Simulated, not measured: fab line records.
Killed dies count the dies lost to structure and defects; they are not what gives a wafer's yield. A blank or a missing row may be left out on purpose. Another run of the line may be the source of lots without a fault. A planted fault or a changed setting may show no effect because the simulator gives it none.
Which of the tools did it?    flow n5Finfet    12 lots with 36 wafers sampled at 4 steps, on a route of 1938 steps

== WHAT THE GAUGES SHOWED, per wafer ==
N5_BEOL_M0_SAQP_OVL_MEAS_41.
lot   measured      on          M0_CUT1_OVL (nm)
L075  day 6 04:27   overlay-01  -0.4 1.1 0.2
L077  day 6 13:26   overlay-02  1.3 1.4 1.2
L079  day 7 01:09   overlay-02  -1.0 0.3 0.1
L081  day 7 20:13   overlay-01  1.5 0.2 0.4
L083  day 8 04:04   overlay-02  1.5 0.4 1.0
L085  day 8 18:19   overlay-01  -0.5 -0.4 0.1
L087  day 9 06:08   overlay-01  1.0 0.3 -0.2
L089  day 9 17:35   overlay-02  1.3 0.8 0.7
L090  day 10 00:33  overlay-01  -1.3 -0.5 0.4
L093  day 10 14:40  overlay-01  1.5 -0.2 0.8
L095  day 11 03:14  overlay-01  -0.3 -0.1 0.7
L096  day 11 12:26  overlay-01  -0.1 -0.3 0.5

== WHAT TOOL EACH LOT RAN ON (gives the tool, then ch and the chambers of the sampled wafers, and finally the start) ==
lot   N5_MOL_CONTACT_COAG_CVD_140   N5_BEOL_M0_SAQP_PECVD_00         N5_BEOL_M0_SAQP_MANDREL1_REMOVE_100
L075  cvdW-01 ch 0,1, day 5 17:18   pecvd-01 ch 0,2, day 5 21:16     rieSi-04 ch 0,1, day 6 01:25
L077  cvdW-02 ch 0,1, day 6 02:37   pecvd-04 ch 1,2, day 6 06:39     rieSi-06 ch 1,2,3, day 6 09:26
L079  cvdW-01 ch 0,1, day 6 15:37   pecvd-04 ch 1,2, day 6 20:07     rieSi-01 ch 0,2,3, day 6 22:34
L081  cvdW-01 ch 1, day 7 11:19     pecvd-01 ch 0,1,2, day 7 15:19   rieSi-01 ch 1,2, day 7 17:42
L083  cvdW-01 ch 0,1, day 7 14:56   pecvd-04 ch 0, day 7 21:19       rieSi-04 ch 0,2,3, day 8 01:12
L085  cvdW-02 ch 0,1, day 8 04:57   pecvd-02 ch 0,1, day 8 08:52     rieSi-04 ch 2,3, day 8 13:46
L087  cvdW-02 ch 1, day 8 18:57     pecvd-04 ch 0,2, day 9 00:04     rieSi-01 ch 0,1,3, day 9 03:55
L089  cvdW-01 ch 0,1, day 9 04:12   pecvd-02 ch 0,2, day 9 09:26     rieSi-06 ch 0,1,2, day 9 15:12
L090  cvdW-01 ch 0,1, day 9 11:21   pecvd-02 ch 1,2, day 9 18:13     rieSi-04 ch 1,2,3, day 9 22:19
L093  cvdW-01 ch 0,1, day 10 03:01  pecvd-02 ch 0,2, day 10 06:58    rieSi-04 ch 0,2,3, day 10 12:08
L095  cvdW-02 ch 0,1, day 10 12:07  pecvd-01 ch 0,2, day 10 19:01    rieSi-01 ch 1,2, day 11 01:02
L096  cvdW-02 ch 0,1, day 11 00:03  pecvd-01 ch 0,1,2, day 11 06:44  rieSi-04 ch 0,1,2, day 11 09:43
- N5_MOL_CONTACT_COAG_CVD_140: deposits W, target thk 66.5 nm, time 215 s.
- N5_BEOL_M0_SAQP_PECVD_00: deposits SiCN from 3MS/NH3, target thk 8 nm, time 14 s.
- N5_BEOL_M0_SAQP_MANDREL1_REMOVE_100: chemistry HBr/Cl2/O2, target a-Si, stops on SiNx, bt time 10 s.

== THE ANSWER, worked out from the rows above alone ==
Rule: what is usual is taken from the lots themselves. Put in order of their means at a reading, lots are off if they are a third of the lots or fewer, leave a main group of 4 or more, and stand apart from it by a gap of 3 or more times the standard deviation of the main group's means; of several such gaps the widest counts. A main group is skipped when, at the precision printed for the reading in the tables above, its means are all equal. Also off: a lot with no number at a reading for which 4 or more lots have one. All remaining lots with rows at the step are treated as sound.
No lot is off on any of the readings shown, so nothing can be concluded from this.

== WHAT THE SIMULATOR HAD PUT IN ==
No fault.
